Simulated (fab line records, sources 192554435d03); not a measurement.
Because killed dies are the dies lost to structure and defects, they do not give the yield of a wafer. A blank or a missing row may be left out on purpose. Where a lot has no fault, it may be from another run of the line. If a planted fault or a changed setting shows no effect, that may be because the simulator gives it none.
Split-lot trial -- flow n5 finfet -- 7 lots, 21 wafers read, on a route of 1938 steps

== ABOUT THE SPLIT ==
At N5_BEOL_M14_ETCH_59 (etches BARC in N2/H2, target depth 89 nm, overetch 26.7 nm, time 67.9 s), the setting time s was moved away from the recipe's 67.9 s on 4 of the 21 wafers read, by -22.2% to -15.5%. For the rest of the wafers, this setting stayed at what the recipe calls for.

Reading taken at the split's own step.

== THE READING ==
coat_of_BEOL_M14_COAT_04.thk nm (the simulator's own value, which no gauge read), in nm, at N5_BEOL_M14_ETCH_59 (etches BARC in N2/H2, target depth 89 nm, overetch 26.7 nm, time 67.9 s). The file does not state a usual value for it. Average 717.2 nm, standard deviation 2.6 nm, over the 17 wafers here run with the recipe.

wafer,"tool, chamber at the split","time s as run, s",against the recipe,"coat_of_BEOL_M14_COAT_04.thk nm, nm",against lot-mates on the recipe
L078.2,"rie diel-04, 0",67.9,recipe,717,-
L078.3,"rie diel-04, 2",67.9,recipe,716.8,-
L078.4,"rie diel-04, 1",67.9,recipe,716,-
L082.1,"rie diel-02, 2",67.9,recipe,719,-
L082.4,"rie diel-02, 0",67.9,recipe,718.2,-
L082.5,"rie diel-02, 1",67.9,recipe,722.2,-
L086.1,"rie diel-05, 0",67.9,recipe,718,-
L086.3,"rie diel-05, 2",67.9,recipe,714.8,-
L086.4,"rie diel-05, 1",52.85,-22.2%,730,+13.6
L085.3,"rie diel-05, 2",53.73,-20.9%,733.2,+11.8
L085.5,"rie diel-05, 2",67.9,recipe,721.4,-
L085.6,"rie diel-05, 0",53.73,-20.9%,734.4,+13.0
L094.2,"rie diel-05, 2",67.9,recipe,719.8,-
L094.4,"rie diel-05, 3",67.9,recipe,718.2,-
L094.5,"rie diel-05, 3",67.9,recipe,718.6,-
L095.1,"rie diel-04, 0",67.9,recipe,717.2,-
L095.3,"rie diel-04, 3",57.38,-15.5%,721.6,+6.5
L095.6,"rie diel-04, 0",67.9,recipe,713,-
L096.3,"rie diel-04, 1",67.9,recipe,712.8,-
L096.5,"rie diel-04, 1",67.9,recipe,713.8,-
L096.6,"rie diel-04, 2",67.9,recipe,715,-

FIT RESULTS
A straight line over all 21 wafers: coat_of_BEOL_M14_COAT_04.thk nm changes by -0.658 nm for each +1% of time s; r = -0.88; the points scatter about the line by 3 nm.
The same after taking each lot's own level away (the mean of its wafers on the recipe; 21 wafers): -0.576 nm for each +1%; r = -0.96; scatter 1.4 nm.
According to that fit, moving time s by its largest amount changes the reading by 13 nm.
The lots' own levels span 713.87 to 721.40 nm, that is 2.9 times the standard deviation above.
Hence the slope depends on the lot-to-lot level, as the two fits are not the same.
Check: +12.3 nm against its lot-mates is what the line predicts for one of the wafers moved furthest among these (-22.2%) when that wafer is left out of the fit. It came out at +13.6 nm against them.

== OTHER SPLITS APPLIED TO THESE WAFERS ==
Other splits were also applied to these wafers ahead of the reading. Each is held against what the fit with the lots' levels taken away leaves over:
other split on the same wafers,wafers away from the commonest value,r with coat_of_BEOL_M14_COAT_04.thk nm (lot level and that fit taken away)
N5_BEOL_M13_ILD_DEP_00 time s,7,-0.26

== FILE'S OWN FIT ==
coat_of_BEOL_M14_COAT_04.thk nm changes by -0.566 nm for each +1% of time s, r = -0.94.
